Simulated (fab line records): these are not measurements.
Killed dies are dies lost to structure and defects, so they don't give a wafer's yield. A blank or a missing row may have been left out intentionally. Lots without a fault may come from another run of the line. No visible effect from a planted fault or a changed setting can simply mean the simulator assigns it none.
Which tool was responsible?	flow n5 finfet	Sampling: 20 lots, 60 wafers, 6 of 1938 route steps

WHAT THE GAUGES READ, wafer by wafer
The record holds no reading of a measuring or inspecting step that can be judged against a usual standard deviation.

WHAT TOOL EACH LOT RAN ON (gives the tool, then ch and the chambers of the sampled wafers, and finally the start)
lot	N5_BEOL_M0_SAQP_STRIP_86	N5_BEOL_M0_SAQP_SPACER1_ETCHBACK_99	N5_BEOL_M0_SAQP_MANDREL_ETCH_103	N5_BEOL_M0_SAQP_STRIP_108	N5_BEOL_M0_SAQP_DESCUM_45	N5_BEOL_M0_SAQP_CUT_ETCH_46
L074	rie diel-03 ch 0,3, day 5 14:03	rie diel-05 ch 0,1, day 5 16:01	rie si-03 ch 1,2, day 5 16:24	rie diel-05 ch 0,1, day 5 17:02	rie diel-05 ch 1,3, day 5 18:29	rie diel-05 ch 1,3, day 5 18:34
L075	rie diel-03 ch 0,3, day 5 18:57	rie diel-05 ch 0,1,3, day 5 20:04	rie si-06 ch 1,3, day 5 20:31	rie diel-05 ch 0,1, day 5 21:09	rie diel-03 ch 0,1,3, day 5 22:39	rie diel-03 ch 0,1,3, day 5 22:44
L077	rie diel-05 ch 0,1,3, day 6 05:28	rie diel-05 ch 1,3, day 6 06:28	rie si-02 ch 2,3, day 6 06:50	rie diel-04 ch 0,1, day 6 07:28	rie diel-05 ch 0,3, day 6 09:11	rie diel-05 ch 0,3, day 6 09:16
L079	rie diel-05 ch 0,1,2, day 6 21:34	rie diel-04 ch 1,2,3, day 6 22:43	rie si-02 ch 1,2,3, day 6 23:05	rie diel-03 ch 0,1,2, day 6 23:43	rie diel-04 ch 0,1,2, day 7 04:10	rie diel-04 ch 0,1,2, day 7 04:15
L080	rie diel-05 ch 0,2,3, day 7 00:37	rie diel-05 ch 0,1, day 7 01:36	rie si-03 ch 0,2,3, day 7 01:59	rie diel-05 ch 1,2,3, day 7 02:37	rie diel-03 ch 0,2,3, day 7 04:13	rie diel-03 ch 0,2,3, day 7 04:17
L081	rie diel-03 ch 2,3, day 7 04:08	rie diel-03 ch 1,2,3, day 7 05:46	rie si-06 ch 1,3, day 7 06:21	rie diel-05 ch 0,3, day 7 07:08	rie diel-05 ch 0,1,3, day 7 09:25	rie diel-05 ch 0,1,3, day 7 09:30
L082	rie diel-04 ch 0,1,2, day 7 10:20	rie diel-04 ch 0,2,3, day 7 11:31	rie si-06 ch 1,2, day 7 11:54	rie diel-03 ch 1,2, day 7 12:35	rie diel-04 ch 0,3, day 7 14:01	rie diel-04 ch 0,3, day 7 14:06
L083	rie diel-05 ch 1,2,3, day 7 16:23	rie diel-04 ch 0,1,2, day 7 17:23	rie si-03 ch 1,2,3, day 7 17:47	rie diel-04 ch 0,2, day 7 18:40	rie diel-04 ch 0,1,3, day 7 20:46	rie diel-04 ch 0,1,3, day 7 20:52
L084	rie diel-05 ch 0,1,2, day 8 05:00	rie diel-03 ch 0,1,2, day 8 06:13	rie si-02 ch 1,2,3, day 8 06:52	rie diel-05 ch 1,2, day 8 07:29	rie diel-03 ch 1,2, day 8 09:44	rie diel-03 ch 1,2, day 8 09:50
L085	rie diel-05 ch 0,1,2, day 8 09:56	rie diel-03 ch 0,1, day 8 11:26	rie si-06 ch 0,1,3, day 8 11:49	rie diel-05 ch 0,1,3, day 8 12:27	rie diel-03 ch 2,3, day 8 14:13	rie diel-03 ch 2,3, day 8 14:17
L086	rie diel-03 ch 0,3, day 8 19:51	rie diel-03 ch 1,2,3, day 8 21:07	rie si-03 ch 1,2, day 8 21:38	rie diel-04 ch 0,1, day 8 22:16	rie diel-04 ch 2,3, day 9 00:36	rie diel-04 ch 2,3, day 9 00:41
L087	rie diel-03 ch 0,2, day 9 00:43	rie diel-03 ch 0,1, day 9 01:43	rie si-02 ch 1,3, day 9 02:05	rie diel-04 ch 0,2, day 9 02:43	rie diel-04 ch 0,2,3, day 9 04:20	rie diel-04 ch 0,2,3, day 9 04:25
L088	rie diel-04 ch 1,2,3, day 9 06:51	rie diel-03 ch 1,3, day 9 07:52	rie si-02 ch 0,1,2, day 9 08:39	rie diel-04 ch 0,1,2, day 9 09:17	rie diel-03 ch 0,1,3, day 9 12:14	rie diel-03 ch 0,1,3, day 9 12:19
L089	rie diel-03 ch 1,3, day 9 10:38	rie diel-03 ch 1,3, day 9 11:41	rie si-03 ch 1,2,3, day 9 12:16	rie diel-05 ch 0,1,3, day 9 13:01	rie diel-04 ch 0,2, day 9 15:09	rie diel-04 ch 0,2, day 9 15:17
L092	rie diel-04 ch 0,1, day 10 00:38	rie diel-04 ch 0,1,3, day 10 01:38	rie si-06 ch 2,3, day 10 02:01	rie diel-04 ch 0,1, day 10 02:38	rie diel-04 ch 1,3, day 10 04:25	rie diel-04 ch 1,3, day 10 04:31
L093	rie diel-04 ch 0,3, day 10 07:35	rie diel-04 ch 1,3, day 10 08:46	rie si-02 ch 0,1,3, day 10 09:11	rie diel-05 ch 1,2,3, day 10 09:49	rie diel-03 ch 0,1,3, day 10 12:17	rie diel-03 ch 0,1,3, day 10 12:22
L094	rie diel-05 ch 0,1,3, day 10 12:32	rie diel-04 ch 0,2,3, day 10 13:53	rie si-03 ch 1,2,3, day 10 14:22	rie diel-05 ch 1,2,3, day 10 15:00	rie diel-03 ch 0,1,3, day 10 16:34	rie diel-03 ch 0,1,3, day 10 16:38
L095	rie diel-03 ch 0,3, day 10 19:34	rie diel-05 ch 1,2,3, day 10 20:38	rie si-02 ch 2,3, day 10 21:00	rie diel-03 ch 0,1,2, day 10 21:38	rie diel-03 ch 0,1,3, day 10 23:13	rie diel-03 ch 0,1,3, day 10 23:18
L096	rie diel-05 ch 1,3, day 11 00:13	rie diel-05 ch 1,2,3, day 11 01:26	rie si-02 ch 0,2,3, day 11 01:48	rie diel-03 ch 0,1, day 11 02:26	rie diel-03 ch 0,3, day 11 04:01	rie diel-03 ch 0,3, day 11 04:06
L097	rie diel-04 ch 1,2, day 11 12:06	rie diel-05 ch 1,2, day 11 13:10	rie si-06 ch 2,3, day 11 13:33	rie diel-05 ch 0,1, day 11 14:11	rie diel-05 ch 1,2, day 11 15:37	rie diel-05 ch 1,2, day 11 15:43
- N5_BEOL_M0_SAQP_STRIP_86: strips in N2/H2.
- N5_BEOL_M0_SAQP_SPACER1_ETCHBACK_99: etches SiO2 in CHF3/O2, target depth 15.4 nm, time 7.7 s.
- N5_BEOL_M0_SAQP_MANDREL_ETCH_103: etches a-Si in HBr/Cl2, stops on SiCN, target depth 45 nm, bt time 10 s, time 27 s.
- N5_BEOL_M0_SAQP_STRIP_108: strips in N2/H2.
- N5_BEOL_M0_SAQP_DESCUM_45: chemistry O2, time 7 s.
- N5_BEOL_M0_SAQP_CUT_ETCH_46: etches SOC in N2/H2, target depth 135 nm, overetch 27 nm, time 202.5 s.

AS READ BY THE TOOLS THEMSELVES (means over the sampled wafers that have a number; for cases with no such wafer, the mark the record gives instead)
N5_BEOL_M0_SAQP_STRIP_86. Usual: drypump motor current A 5.6 A, standard deviation 0.52; oes product au 0.80 a.u., standard deviation 0.089; rf vpp V 122.0 V, standard deviation 1.6; showerhead plenum p Torr 3.40 Torr, standard deviation 0.12; throttle valve pct 18.91 %, standard deviation 0.27.
lot	tool	drypump motor current A (A)	oes product au (a.u.)	rf vpp V (V)	showerhead plenum p Torr (Torr)	throttle valve pct (%)	flag
L074	rie diel-03	5.8	0.73	121.0	3.27	19.16	
L075	rie diel-03	5.8	0.73	121.1	3.27	19.15	
L077	rie diel-05	5.9	0.89	121.9	3.46	18.67	
L079	rie diel-05	5.5	0.90	123.0	3.56	18.77	
L080	rie diel-05	5.7	0.93	123.0	3.46	18.71	
L081	rie diel-03	6.2	0.70	122.6	3.40	18.95	
L082	rie diel-04	5.1	0.74	122.3	3.35	18.88	
L083	rie diel-05	5.6	0.90	122.2	3.46	18.77	
L084	rie diel-05	5.5	0.88	121.8	3.55	18.78	
L085	rie diel-05	5.5	0.88	122.4	3.55	18.78	
L086	rie diel-03	5.8	0.90	121.8	3.26	18.91	
L087	rie diel-03	5.7	0.72	121.7	3.37	18.97	
L088	rie diel-04	5.0	0.74	123.9	3.38	19.04	
L089	rie diel-03	6.2	0.79	122.5	3.32	19.06	
L092	rie diel-04	5.2	0.73	121.8	3.40	18.84	
L093	rie diel-04	5.2	0.74	122.6	3.40	18.66	
L094	rie diel-05	5.8	0.84	123.0	3.44	18.73	
L095	rie diel-03	5.8	0.87	118.7	3.25	18.93	
L096	rie diel-05	6.0	0.85	121.4	3.34	18.74	
L097	rie diel-04	5.0	0.72	120.0	3.37	19.25	

N5_BEOL_M0_SAQP_SPACER1_ETCHBACK_99. Usual: O2_flow_sccm 5.000 sccm, standard deviation 0.014; drypump motor current A 5.5 A, standard deviation 0.51; oes_o_777_au 0.80 a.u., standard deviation 0.085; oes product au 0.80 a.u., standard deviation 0.084; rf vpp V 527 V, standard deviation 7.9; showerhead plenum p Torr 2.45 Torr, standard deviation 0.086; throttle valve pct 18.95 %, standard deviation 0.22.
lot	tool	O2_flow_sccm (sccm)	drypump motor current A (A)	oes_o_777_au (a.u.)	oes product au (a.u.)	rf vpp V (V)	showerhead plenum p Torr (Torr)	throttle valve pct (%)	flag
L074	rie diel-05	4.999	5.7	0.88	0.87	522	2.55	18.83	
L075	rie diel-05	5.002	5.8	0.90	0.88	525	2.49	18.75	
L077	rie diel-05	4.994	5.8	0.90	0.89	528	2.49	18.86	
L079	rie diel-04	4.995	5.0	0.73	0.74	526	2.43	19.08	
L080	rie diel-05	5.000	5.7	0.87	0.86	522	2.55	18.85	
L081	rie diel-03	5.010	6.2	0.72	0.71	525	2.42	19.16	
L082	rie diel-04	5.016	5.1	0.73	0.74	528	2.40	18.87	
L083	rie diel-04	5.001	5.1	0.73	0.74	526	2.41	18.96	
L084	rie diel-03	4.984	5.7	0.75	0.73	527	2.39	19.05	
L085	rie diel-03	4.989	5.6	0.75	0.74	520	2.37	19.08	
L086	rie diel-03	5.007	6.2	0.80	0.79	524	2.42	19.04	
L087	rie diel-03	5.002	5.3	0.76	0.74	523	2.33	19.12	
L088	rie diel-03	5.010	6.2	0.89	0.88	517	2.39	19.11	
L089	rie diel-03	5.001	6.2	0.88	0.87	516	2.39	19.11	
L092	rie diel-04	4.997	5.0	0.71	0.73	534	2.46	19.00	
L093	rie diel-04	5.005	4.9	0.71	0.74	533	2.49	19.13	
L094	rie diel-04	4.994	5.1	0.71	0.73	528	2.39	18.89	
L095	rie diel-05	5.000	5.6	0.86	0.86	529	2.48	18.89	
L096	rie diel-05	4.999	5.6	0.86	0.86	528	2.48	18.89	
L097	rie diel-05	5.004	5.2	0.87	0.88	531	2.55	19.03	

N5_BEOL_M0_SAQP_MANDREL_ETCH_103. Usual: drypump motor current A 6.0 A, standard deviation 0.41; oes product au 0.683 a.u., standard deviation 0.011; throttle valve pct 35.28 %, standard deviation 0.28.
lot	tool	drypump motor current A (A)	oes product au (a.u.)	throttle valve pct (%)	flag
L074	rie si-03	6.3	0.679	35.07	
L075	rie si-06	5.7	0.683	35.66	
L077	rie si-02	5.9	0.682	35.09	
L079	rie si-02	5.9	0.690	35.10	
L080	rie si-03	5.8	0.671	35.48	
L081	rie si-06	6.2	0.678	35.66	
L082	rie si-06	6.4	0.693	35.41	
L083	rie si-03	6.2	0.679	35.35	
L084	rie si-02	5.9	0.691	35.10	
L085	rie si-06	6.0	0.694	35.42	
L086	rie si-03	6.1	0.689	35.21	
L087	rie si-02	5.7	0.677	35.07	
L088	rie si-02	6.0	0.689	35.28	
L089	rie si-03	6.2	0.674	35.35	
L092	rie si-06	5.7	0.676	35.22	
L093	rie si-02	5.7	0.687	35.18	
L094	rie si-03	6.2	0.688	35.33	
L095	rie si-02	6.3	0.687	35.17	
L096	rie si-02	6.0	0.687	35.24	
L097	rie si-06	5.7	0.684	35.20	

N5_BEOL_M0_SAQP_STRIP_108. Usual: drypump motor current A 5.6 A, standard deviation 0.49; oes product au 0.81 a.u., standard deviation 0.086; rf vpp V 122.2 V, standard deviation 1.1; showerhead plenum p Torr 3.41 Torr, standard deviation 0.13; throttle valve pct 18.86 %, standard deviation 0.27.
lot	tool	drypump motor current A (A)	oes product au (a.u.)	rf vpp V (V)	showerhead plenum p Torr (Torr)	throttle valve pct (%)	flag
L074	rie diel-05	5.7	0.87	123.0	3.55	18.74	
L075	rie diel-05	5.7	0.87	122.4	3.56	18.68	
L077	rie diel-04	5.2	0.76	122.1	3.42	18.79	
L079	rie diel-03	5.7	0.73	121.6	3.35	19.06	
L080	rie diel-05	5.6	0.93	122.0	3.46	18.76	
L081	rie diel-05	6.0	0.88	121.8	3.36	18.62	
L082	rie diel-03	6.1	0.72	122.6	3.39	19.07	
L083	rie diel-04	5.2	0.73	121.8	3.31	18.55	
L084	rie diel-05	5.2	0.91	124.2	3.55	18.87	
L085	rie diel-05	5.9	0.85	122.5	3.45	18.71	
L086	rie diel-04	5.1	0.74	122.6	3.44	19.14	
L087	rie diel-04	5.2	0.73	120.0	3.25	18.63	
L088	rie diel-04	5.1	0.73	121.8	3.35	18.89	
L089	rie diel-05	5.8	0.85	122.6	3.45	18.73	
L092	rie diel-04	5.0	0.74	122.5	3.44	19.16	
L093	rie diel-05	5.6	0.87	121.6	3.45	18.80	
L094	rie diel-05	5.6	0.87	122.6	3.44	18.81	
L095	rie diel-03	5.7	0.82	121.4	3.33	18.95	
L096	rie diel-03	5.3	0.74	120.5	3.26	19.22	
L097	rie diel-05	5.7	0.82	122.1	3.54	18.73	

N5_BEOL_M0_SAQP_DESCUM_45. Usual: drypump motor current A 5.5 A, standard deviation 0.53; oes product au 0.78 a.u., standard deviation 0.085; rf vpp V 243.3 V, standard deviation 1.5; showerhead plenum p Torr 2.10 Torr, standard deviation 0.074; throttle valve pct 20.54 %, standard deviation 0.21.
lot	tool	drypump motor current A (A)	oes product au (a.u.)	rf vpp V (V)	showerhead plenum p Torr (Torr)	throttle valve pct (%)	flag
L074	rie diel-05	5.9	0.91	243.7	2.12	20.30	
L075	rie diel-03	5.8	0.74	241.8	2.07	20.78	
L077	rie diel-05	6.0	0.91	243.6	2.12	20.26	
L079	rie diel-04	5.1	0.75	243.6	2.08	20.42	
L080	rie diel-03	5.8	0.73	242.7	2.08	20.77	
L081	rie diel-05	5.8	0.87	244.7	2.18	20.41	
L082	rie diel-04	5.2	0.76	243.3	2.12	20.31	
L083	rie diel-04	5.0	0.75	243.4	2.13	20.46	
L084	rie diel-03	6.0	0.72	244.2	2.12	20.63	
L085	rie diel-03	6.2	0.79	243.6	2.13	20.60	
L086	rie diel-04	5.0	0.75	243.4	2.10	20.47	
L087	rie diel-04	5.1	0.74	243.9	2.08	20.39	
L088	rie diel-03	5.7	0.81	241.8	2.05	20.70	
L089	rie diel-04	5.2	0.73	243.1	2.06	20.30	
L092	rie diel-04	4.9	0.75	244.1	2.15	20.55	
L093	rie diel-03	5.7	0.80	242.4	2.05	20.71	
L094	rie diel-03	5.8	0.79	242.4	2.05	20.71	
L095	rie diel-03	5.7	0.79	242.5	2.05	20.72	
L096	rie diel-03	5.8	0.86	241.4	2.04	20.70	
L097	rie diel-05	5.4	0.84	245.6	2.22	20.61	

N5_BEOL_M0_SAQP_CUT_ETCH_46. Usual: drypump motor current A 5.5 A, standard deviation 0.53; rf vpp V 524.2 V, standard deviation 2.7; showerhead plenum p Torr 2.55 Torr, standard deviation 0.094; throttle valve pct 17.86 %, standard deviation 0.23.
lot	tool	drypump motor current A (A)	rf vpp V (V)	showerhead plenum p Torr (Torr)	throttle valve pct (%)	flag
L074	rie diel-05	5.9	524.8	2.55	17.53	
L075	rie diel-03	5.7	521.8	2.49	18.07	
L077	rie diel-05	6.0	524.3	2.55	17.48	
L079	rie diel-04	5.1	523.3	2.54	17.83	
L080	rie diel-03	5.8	523.0	2.51	18.04	
L081	rie diel-05	5.8	525.8	2.62	17.62	
L082	rie diel-04	5.2	524.0	2.58	17.70	
L083	rie diel-04	5.0	526.3	2.61	17.91	
L084	rie diel-03	6.1	524.6	2.56	17.96	
L085	rie diel-03	6.2	525.4	2.57	17.84	
L086	rie diel-04	5.0	525.1	2.56	17.88	
L087	rie diel-04	5.1	524.0	2.53	17.76	
L088	rie diel-03	5.8	522.3	2.48	17.98	
L089	rie diel-04	5.2	522.7	2.50	17.65	
L092	rie diel-04	4.9	527.4	2.63	18.03	
L093	rie diel-03	5.8	522.3	2.48	17.99	
L094	rie diel-03	5.7	522.6	2.48	18.00	
L095	rie diel-03	5.8	523.6	2.48	18.00	
L096	rie diel-03	5.8	522.0	2.46	17.92	
L097	rie diel-05	5.4	528.0	2.68	17.86	

THE ANSWER, worked out from the rows above alone
Rule: a lot counts as off when the mean over its wafers that have a number is more than 3 standard deviations away from the usual mean. A lot without any number at a reading at which 4 lots or more have one is off too. All remaining lots with rows at the step are treated as sound. After the gauges, taken in route order, come the tools' own readings; for these a lot's mean is taken, as printed above. At the first step where some lot is off, the reading lying furthest off is the one used; lots without a number count as furthest.
None of the lots is off at any reading shown; this tells nothing.

WHAT WAS PUT IN BY THE SIMULATOR
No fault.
